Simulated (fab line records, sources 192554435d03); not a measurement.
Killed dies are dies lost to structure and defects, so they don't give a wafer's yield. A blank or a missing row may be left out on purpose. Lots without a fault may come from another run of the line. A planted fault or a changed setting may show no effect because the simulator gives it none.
fab line records | flow n5_finfet
record lots=7 wafers=39
route steps=1938 shown FIN_SAQP@116 DUMMY_GATE@228
start_h: hours from the record's first day to the start of the lot's first wafer shown | wait_h: hours since the lot's step before | " the same as in the row above | L1.1+2: a row that stands for several wafers | - no value, or no start given | * or withheld: withheld | < > ~ a bound
route shown NAME@n: a module of which the file shows steps, and the number in the route of the first | usual: mean/standard deviation of fault-free wafers | same: alike in all rows | chamber/n: place in a boat | sites: the reading at each site | _std_site: their standard deviation | _edge_site: outer sites' mean less inner sites' | radius_mm: how far each site lies from the wafer's centre | mask NAME#n: copy n | behind: the tool/chamber that last shaped the wafer | hold: why the lot was held/for how many hours/how that ended | device: the transistor (n, p or np) that didn't switch | end of line: the same wafers' tests at the end of the route | a step without rows: its recipe alone | killed: dies lost to structure and defects at the first sort, not the wafer's yield | map: a wafer's dies, x killed, . not, _ none there
set.NAME: the setting as run; set.NAME@STEP: as run at that earlier step | model.NAME: the simulator's own value behind a step, which no gauge read
lots whose settings were changed on purpose; a table a step, a row a wafer
## steps
# step N5_FIN_SAQP_ETCH_52
# recipe chemistry=N2/H2 target=SOC target_depth_a=1000 overetch_a=200 mask_material=SiARC temp_c=40 time_s=150 ion_energy_ev=200 pressure_mtorr=30 source_w=840 bias_w=150 n2_flow_sccm=200 h2_flow_sccm=200 ends=end_point
# usual rf_vpp_V=523.1/1.7
# columns lot.wafer tool chamber start_h wait_h set.source_w rf_vpp_V
L078.1 rie_diel-03 1 46.85 0.0 840 525.9
L078.2 " 0 " " 768.4 536.2
L078.3 " 2 " " 768.4 536.7
L078.4 " 3 " " 840 525.5
L078.5 " 3 " " 840 526.2
L078.6 " 0 " " 768.4 537.3
L081.1 rie_diel-01 0 64.44 0.0 746 544.3
L081.2 " 3 " " 746 542.5
L081.3 " 1 " " 840 524.3
L081.4 " 2 " " 840 522.5
L081.5 " 1 " " 840 523.3
L081.6 " 0 " " 746 544.6
L087.1 rie_diel-03 1 101.15 0.0 840 525.8
L087.2 " 3 " " 840 524.9
L087.4 " 0 " " 840 522.3
L090.1 rie_diel-06 0 119.15 0.0 783.8 534.3
L090.2 " 3 " " 783.8 536.4
L090.3 " 2 " " 840 523.5
L090.4 " 1 " " 840 523.3
L090.5 " 1 " " 840 524.3
L090.6 " 0 " " 783.8 533.5
L094.1 rie_diel-06 2 143.47 0.0 889.9 514.7
L094.2 " 0 " " 840 522.4
L094.3 " 3 " " 840 522.3
L094.4 " 1 " " 889.9 513.1
L094.5 " 2 " " 889.9 515.1
L094.6 " 1 " " 840 522.7
L095.1 rie_diel-01 0 148.37 0.0 766.9 539.4
L095.2 " 1 " " 840 521.6
L095.3 " 3 " " 840 521.7
L095.4 " 2 " " 840 520.6
L095.5 " 3 " " 766.9 537.0
L095.6 " 0 " " 766.9 539.9
L097.1 rie_diel-01 2 160.45 0.0 909.4 508.8
L097.2 " 0 " " 840 523.1
L097.3 " 3 " " 840 522.5
L097.4 " 1 " " 840 523.3
L097.5 " 3 " " 909.4 509.1
L097.6 " 0 " " 909.4 510.0
# step N5_DUMMY_GATE_EXPOSE_12
# recipe mask_id=GATE na=0.33 source_shape=annular sigma_inner=0.2 sigma_outer=0.6 polarization=unpolarized target_cd_nm=25 dose_mj=34
# columns lot.wafer tool chamber start_h wait_h mask set.dose_mj
L078.1+3+4 euv_scanner-01 0 70.28 - GATE#0 32.7
L078.2+5+6 " 0 " " GATE#0 34
L081.1+2+5 euv_scanner-02 0 91.27 - GATE#0 34
L081.3+4+6 " 0 " " GATE#0 33.08
L087.1+2+4 euv_scanner-02 0 125.22 - GATE#0 34
L090.1+2+3 euv_scanner-01 0 142.00 - GATE#0 34.78
L090.4+5+6 " 0 " " GATE#0 34
L094.1+2+3+4+5+6 euv_scanner-02 0 170.03 - GATE#0 34
L095.1+4+6 euv_scanner-02 0 175.30 - GATE#0 34
L095.2+3+5 " 0 " " GATE#0 36.4
L097.1+2+3+4+5+6 euv_scanner-01 0 184.24 - GATE#0 34
# step N5_DUMMY_GATE_ETCH_37
# recipe chemistry=N2/H2 target=SOC target_depth_a=600 overetch_a=300 temp_c=40 ion_energy_ev=200 pressure_mtorr=30 source_w=840 bias_w=150 n2_flow_sccm=200 h2_flow_sccm=200
# usual rf_vpp_V=524.1/2.2
# columns lot.wafer tool chamber start_h wait_h set.source_w rf_vpp_V model.SiARC_of_DUMMY_GATE_COAT_35.thk_nm
L078.1 rie_diel-02 2 70.71 0.0 680.5 563.0 5.6
L078.2 " 3 " " 680.5 561.2 5.8
L078.3 " 0 " " 680.5 559.2 5.8
L078.4 " 1 " " 840 526.6 5.2
L078.5 " 2 " " 840 525.8 5
L078.6 " 1 " " 840 525.7 5.2
L081.1 rie_diel-04 1 91.67 0.0 942.7 506.7 4.8
L081.2 " 3 " " 840 520.8 4.8
L081.3 " 0 " " 942.7 503.4 5
L081.4 " 2 " " 840 522.3 5.2
L081.5 " 1 " " 942.7 505.9 4.6
L081.6 " 2 " " 840 522.9 5.2
L087.1 rie_diel-02 2 125.62 0.0 840 525.5 5
L087.2 " 1 " " 840 525.7 5.2
L087.4 " 3 " " 840 521.4 5.2
L090.1 rie_diel-04 1 142.40 0.0 840 526.5 5
L090.2 " 0 " " 965.5 500.5 4.8
L090.3 " 2 " " 840 523.4 5.2
L090.4 " 3 " " 965.5 495.9 4.4
L090.5 " 0 " " 840 522.3 5.2
L090.6 " 1 " " 965.5 502.4 4.6
L094.1 rie_diel-02 3 170.43 0.0 840 522.9 5.2
L094.2 " 1 " " 779.2 540.5 5.4
L094.3 " 2 " " 840 525.3 5
L094.4 " 1 " " 779.2 539.5 5.4
L094.5 " 2 " " 779.2 538.4 5.2
L094.6 " 3 " " 840 521.8 5.2
L095.1 rie_diel-05 0 175.71 0.0 840 523.8 5.2
L095.2 " 3 " " 840 528.3 5
L095.3 " 1 " " 951.9 504.1 4.6
L095.4 " 2 " " 840 523.3 5
L095.5 " 1 " " 951.9 504.9 4.6
L095.6 " 0 " " 951.9 502.4 4.8
L097.1 rie_diel-05 0 184.64 0.0 840 525.3 5
L097.2 " 2 " " 737.1 545.5 5.2
L097.3 " 1 " " 840 524.9 5
L097.4 " 3 " " 737.1 551.7 5.4
L097.5 " 3 " " 737.1 552.1 5.2
L097.6 " 0 " " 840 523.9 5
# step N5_DUMMY_GATE_STRIP_38
# recipe chemistry=N2/H2 temp_c=40 n2_flow_sccm=200 h2_flow_sccm=200 rf_frequency_hz=6e+07
# step N5_DUMMY_GATE_STRIP_39
# recipe chemistry=N2/H2 temp_c=40 n2_flow_sccm=200 h2_flow_sccm=200 rf_frequency_hz=6e+07
# step N5_DUMMY_GATE_TRIM_49
# recipe chemistry=O2 resist=SOC time_s=29 target_cd_nm=14 source_power_w=300 bias_power_w=0 O2_flow_sccm=100 temp_c=20
# columns lot.wafer tool chamber start_h wait_h set.dose_mj@DUMMY_GATE_EXPOSE_12 model.DUMMY_GATE.cd_nm
L078.1+3 rie_si-02 3,1 70.79 0.0 32.7 15.8
L078.2 " 0 " " 34 14.8
L078.4 " 2 " " 32.7 15.2
L078.5 " 0 " " 34 14.6
L078.6 " 3 " " 34 14.2
L081.1 rie_si-06 3 91.76 0.0 34 13.8
L081.2 " 1 " " 34 14.2
L081.3 " 2 " " 33.08 14.4
L081.4 " 0 " " 33.08 15.2
L081.5 " 0 " " 34 14
L081.6 " 3 " " 33.08 14.8
L087.1+2 rie_si-02 0,2 125.70 0.0 34 13.8
L087.4 " 3 " " 34 14
L090.1 rie_si-02 3 142.48 0.0 34.78 13.6
L090.2 " 2 " " 34.78 13.2
L090.3 " 0 " " 34.78 13.8
L090.4+5+6 " 1,0,3 " " 34 13.8
L094.1+5 rie_si-01 3,2 170.52 0.0 34 14.2
L094.2+3+6 " 1,2,1 " " 34 14
L094.4 " 0 " " 34 13.8
L095.1 rie_si-02 1 175.79 0.0 34 14.4
L095.2+3 " 0,2 " " 36.4 12.8
L095.4+6 " 3 " " 34 14
L095.5 " 0 " " 36.4 13
L097.1+2+4+5+6 rie_si-02 3,0,1,2,1 184.73 0.0 34 14
L097.3 " 2 " " 34 14.4
## key
split step=N5_FIN_SAQP_ETCH_52 setting=source_w stated=840 by=wafer
response step=N5_FIN_SAQP_ETCH_52 reading=rf_vpp_V change=-1.68 per=1% r=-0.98
split step=N5_DUMMY_GATE_EXPOSE_12 setting=dose_mj stated=34 by=wafer
response step=N5_DUMMY_GATE_TRIM_49 reading=model.DUMMY_GATE.cd_nm change=-0.205 per=1% r=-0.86
split step=N5_DUMMY_GATE_ETCH_37 setting=source_w stated=840 by=wafer
response step=N5_DUMMY_GATE_ETCH_37 reading=rf_vpp_V change=-1.75 per=1% r=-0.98
response step=N5_DUMMY_GATE_ETCH_37 reading=model.SiARC_of_DUMMY_GATE_COAT_35.thk_nm change=-0.0293 per=1% r=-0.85
